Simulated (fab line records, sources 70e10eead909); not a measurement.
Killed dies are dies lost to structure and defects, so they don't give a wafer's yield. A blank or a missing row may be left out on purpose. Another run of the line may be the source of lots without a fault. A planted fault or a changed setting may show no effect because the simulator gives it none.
Chamber matching + flow nand-harc + pecvd-03 running NHARC_A_STAIRCASE_DEP_322: 3 sister chambers
The step deposits SiO2, target thk 7200 nm. 6 wafers are shown with their chamber, then 7 later ones without.

WAFERS, EACH WITH ITS CHAMBER
| wafer  | chamber | heater-power-outer-w (W) | heater-power-w (W) |
|--------|---------|--------------------------|--------------------|
| L083.6 | 2       | 350                      | 614                |
| L084.1 | 2       | 356                      | 629                |
| L084.5 | 0       | 356                      | 604                |
| L084.6 | 1       | 414                      | 695                |
| L086.1 | 1       | 532                      | 863                |
| L086.3 | 0       | 467                      | 734                |

WAFERS WHOSE CHAMBER IS MISSING
| wafer  | heater-power-outer-w (W) | heater-power-w (W) |
|--------|--------------------------|--------------------|
| L086.5 | 362                      | 617                |
| L092.1 | 444                      | 733                |
| L092.2 | 530                      | 845                |
| L092.4 | 331                      | 581                |
| L094.2 | 395                      | 690                |
| L094.3 | 388                      | 661                |
| L094.5 | 352                      | 600                |

THE CHAMBER EACH PASSED THROUGH
| wafer  | from the rows above          | in truth |
|--------|------------------------------|----------|
| L086.5 | can't be placed: 2 or 0      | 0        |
| L092.1 | can't be placed: 1 or 0 or 2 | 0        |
| L092.2 | can't be placed: 1 or 0      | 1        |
| L092.4 | can't be placed: 2 or 0      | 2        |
| L094.2 | can't be placed: 0 or 2 or 1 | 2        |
| L094.3 | can't be placed: 0 or 2 or 1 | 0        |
| L094.5 | can't be placed: 2 or 0      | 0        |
Placed correctly: 0 of 7. From these rows, 7 cannot be placed; in 7 the true chamber is one of the candidates. 0 placed wrongly.
How it was worked out, from the rows above alone: a wafer's distance from a chamber is the root of the sum, over the readings, of the square of ((its reading less the chamber's mean) divided by the reading's scatter). The wafer belongs to the nearest chamber; if the next one is less than 2 further off, it can't be placed. Each chamber's mean is taken over the wafers shown for it. The scatter: the root of (the sum of the squares of (reading less its chamber's mean) over the shown wafers, divided by (wafers less chambers)).
